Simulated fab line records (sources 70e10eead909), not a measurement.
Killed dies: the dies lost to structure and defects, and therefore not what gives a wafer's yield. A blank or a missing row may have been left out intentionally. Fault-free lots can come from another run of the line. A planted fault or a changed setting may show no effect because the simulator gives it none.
Comparing a struck lot with a sound one :: flow nand-harc :: 15 out of 1302 route steps
Sound: the wafers L312.2, L312.3, L312.6. Wafers struck: L319.4, L319.5, L319.6. At the end, the cause is stated.
For every step that has rows: the tool of each side, followed by ch and its chambers, followed by its first start. Under that, the readings that differ: sound wafers :: struck wafers :: difference of the means :: sigmas: that difference in standard deviations of wafers without a fault.
alike: words and numbers the same on both sides, and readings whose means are apart by under 2 such deviations; not compared: readings that were withheld, readings missing a value for some wafer, numbers with overlapping values and no deviation given by the record, and bounds like >300 which may hide the same value.
The two part at a step that has a row with sigmas, a row that says differs or no value, or rows on one side only. Numbers that have no deviation but don't overlap get no sigmas and don't part them. A reading that every wafer of one side lacks parts them only if that side has two wafers or more.

first, 4 steps without rows for these wafers: NHARC_A_M1_EBR_05; NHARC_A_M1_EXPOSE_06 (exposes mask A M1, target cd 120 nm); NHARC_A_M1_PEB_07 (peb time 65 s); NHARC_A_M1_DEVELOP_08 (develop time 35 s).
NHARC_A_M1_CD_MEAS_09: target cd 120 nm.
  sound on cd-sem-02 ch 0, day 22 21:00; struck on cd-sem-03 ch 0, day 26 04:41
  alike: cd-nm
NHARC_A_M1_OVL_MEAS_10: pitch 240 nm.
  sound: overlay-02 at day 22 21:05; struck: overlay-02 at day 26 04:47
  alike: overlay-x-nm, overlay-y-nm
NHARC_A_M1_INSPECT_11:
  sound: defect-inspect-01 at day 22 21:07; struck: defect-inspect-01 at day 26 04:49
reading: raw-defect-count
sound: 130 119 105
struck: 41 35 41
difference: -79
sigmas: -3
NHARC_A_M1_DESCUM_14: chemistry O2, time 3 s.
  sound on rie-diel-12 ch 1,3, day 22 21:11; struck on rie-diel-09 ch 0,1,3, day 26 04:54
  alike: drypump-motor-current-A, oes-product-au, rf-vpp-V, showerhead-plenum-p-Torr, throttle-valve-pct
  not compared: rf-hours-counter-h
NHARC_A_M1_ETCH_35: etches the open film in N2/H2, target depth 40 nm, overetch 12 nm, time 43.94 s.
  sound on rie-diel-12 ch 1,2, day 22 21:16; struck on rie-diel-09 ch 2,3, day 26 04:58
  alike: bias-w, chamber-pressure-mTorr, drypump-motor-current-A, n2-flow-sccm, oes-product-au, rf-vpp-V, showerhead-plenum-p-Torr, throttle-valve-pct
  not compared: rf-hours-counter-h
NHARC_A_M1_ETCH_15: etches the open film in C4F8/Ar, target depth 182.5 nm, time 91.2 s.
  sound: rie-diel-12 ch 2,3; struck: rie-diel-09 ch 2,3
  alike: bias-w, chamber-pressure-mTorr, oes-product-au, rf-vpp-V
  not compared: rf-hours-counter-h
NHARC_A_M1_CD_MEAS_16:
  sound: cd-sem-01 at day 22 21:29; struck: cd-sem-01 at day 26 05:11
  alike: cd-nm
NHARC_A_M1_STRIP_18: strips in N2/H2.
  sound on rie-diel-03 ch 0,1,3, day 22 21:35; struck on rie-diel-09 ch 1,2, day 26 05:15
  alike: drypump-motor-current-A, n2-flow-sccm, oes-product-au, rf-vpp-V, showerhead-plenum-p-Torr, throttle-valve-pct
  not compared: rf-hours-counter-h
NHARC_A_M1_ETCH_28: etches the open film in CF4/N2, target depth 30 nm, time 72.99 s.
  sound on rie-diel-03 ch 0,1, day 22 21:48; struck on rie-diel-09 ch 2,3, day 26 05:30
  no value came back on the struck wafers for any of 9 readings (bias-w (W), cf4-flow-sccm (sccm) and others); on the sound wafers bias-w (W) reads 99.9 100.1 100.4
  not compared: rf-hours-counter-h
then, 1 step without rows for these wafers: NHARC_A_M1_STRIP_19 (strips in post etch residue remover, time 600 s).
NHARC_END_SORT_01:
  here the record holds rows for the struck wafers (prober-02 ch 0, day 27 18:01) but none for the sound ones

## WHERE THEY PART
Earliest at NHARC_A_M1_INSPECT_11; latest, in this record, at NHARC_END_SORT_01.

WHY: what the simulator had put in
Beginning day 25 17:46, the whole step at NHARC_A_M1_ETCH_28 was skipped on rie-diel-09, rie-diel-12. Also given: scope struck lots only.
